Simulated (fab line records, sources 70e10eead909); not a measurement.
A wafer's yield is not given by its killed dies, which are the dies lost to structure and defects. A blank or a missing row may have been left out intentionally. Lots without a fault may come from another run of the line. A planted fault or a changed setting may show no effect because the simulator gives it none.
Chamber matching -- flow nand-harc -- 4 sister chambers for NHARC_P_ZERO_WELL_DESCUM_39 on rie-diel-05
The step chemistry O2, time 3 s. 8 wafers are shown with their chamber, then 12 later ones without.

== EACH WAFER AND ITS CHAMBER ==
wafer,chamber,drypump-motor-current-A (A),showerhead-plenum-p-Torr (Torr)
L088.4,2,5.9,1.95
L088.5,3,5.8,1.97
L089.2,1,4.7,1.92
L089.4,0,4.6,2.07
L089.6,1,4.8,1.92
L091.1,3,5.8,1.97
L091.2,0,4.7,2.06
L091.6,2,5.9,1.95

== WAFERS MISSING THEIR CHAMBER ==
wafer,drypump-motor-current-A (A),showerhead-plenum-p-Torr (Torr)
L093.3,4.6,2.06
L093.4,5.8,1.97
L093.5,4.7,2.06
L094.1,4.7,1.92
L094.2,4.7,2.06
L094.6,4.7,1.92
L096.1,5.9,1.94
L096.3,4.7,1.92
L096.6,4.7,2.06
L097.3,4.7,1.91
L097.4,4.7,2.06
L097.6,5.9,1.94

== CHAMBER TAKEN BY EACH ==
wafer,from the rows above,in truth
L093.3,0,0
L093.4,3,3
L093.5,0,0
L094.1,1,1
L094.2,0,0
L094.6,1,1
L096.1,2,2
L096.3,1,1
L096.6,0,0
L097.3,1,1
L097.4,0,0
L097.6,2,2
Placed correctly: 12 of 12. Can't be placed from these rows: 0. Wrongly placed: 0.
How it was worked out, from the rows above alone: a wafer's distance from a chamber is the root of the sum, over the readings, of the square of ((its reading less the chamber's mean) divided by the reading's scatter). If the next closest chamber is less than 2 further off than the closest, the wafer can't be placed; otherwise it belongs to the closest. For every chamber, the mean is computed from those of its wafers that are shown. The scatter: take each reading less its chamber's mean, square it, sum over the shown wafers, divide by the number of wafers less the number of chambers, and take the root.
